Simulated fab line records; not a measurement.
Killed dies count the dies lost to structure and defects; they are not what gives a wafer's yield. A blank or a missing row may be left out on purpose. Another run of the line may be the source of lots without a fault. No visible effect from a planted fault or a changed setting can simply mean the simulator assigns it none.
Matching of chambers | flow n5 finfet | N5_BEOL_M2_ETCH_63 on rie diel-03 has 4 sister chambers
The step etches SiARC in CF4, target depth 15.6 nm, time 26 s. 8 wafers are shown with their chamber, then 8 later ones without.

== WAFERS PAIRED WITH THEIR CHAMBERS ==
wafer  | chamber | showerhead plenum p Torr (Torr) | throttle valve pct (%)
L079.3 | 0       | 2.08                            | 15.59
L080.3 | 3       | 1.99                            | 15.73
L084.1 | 3       | 1.98                            | 15.74
L084.3 | 0       | 2.08                            | 15.61
L087.2 | 2       | 2.09                            | 15.29
L087.4 | 1       | 2.20                            | 16.10
L087.6 | 2       | 2.09                            | 15.29
L088.1 | 1       | 2.20                            | 16.09

== WAFERS MISSING THEIR CHAMBER ==
wafer  | showerhead plenum p Torr (Torr) | throttle valve pct (%)
L088.3 | 2.09                            | 15.29
L088.4 | 2.08                            | 15.64
L094.1 | 2.07                            | 15.67
L094.2 | 1.98                            | 15.79
L094.5 | 2.07                            | 15.65
L097.2 | 2.07                            | 15.67
L097.3 | 1.97                            | 15.80
L097.4 | 2.07                            | 15.67

== THE CHAMBER EACH PASSED THROUGH ==
wafer  | from the rows above | in truth
L088.3 | 2                   | 2
L088.4 | 0                   | 0
L094.1 | 0                   | 0
L094.2 | 3                   | 3
L094.5 | 0                   | 0
L097.2 | 0                   | 0
L097.3 | 3                   | 3
L097.4 | 0                   | 0
Correctly placed: 8 of 8. Number that these rows cannot place: 0. Wrongly placed: 0.
How it was worked out, from the rows above alone: a wafer's distance from a chamber is the root of the sum, over the readings, of the square of ((its reading less the chamber's mean) divided by the reading's scatter). The wafer belongs to the nearest chamber; if the next one is less than 2 further off, it can't be placed. The mean given for a chamber averages the wafers shown for that chamber. The scatter: the root of (the sum of the squares of (reading less its chamber's mean) over the shown wafers, divided by (wafers less chambers)).
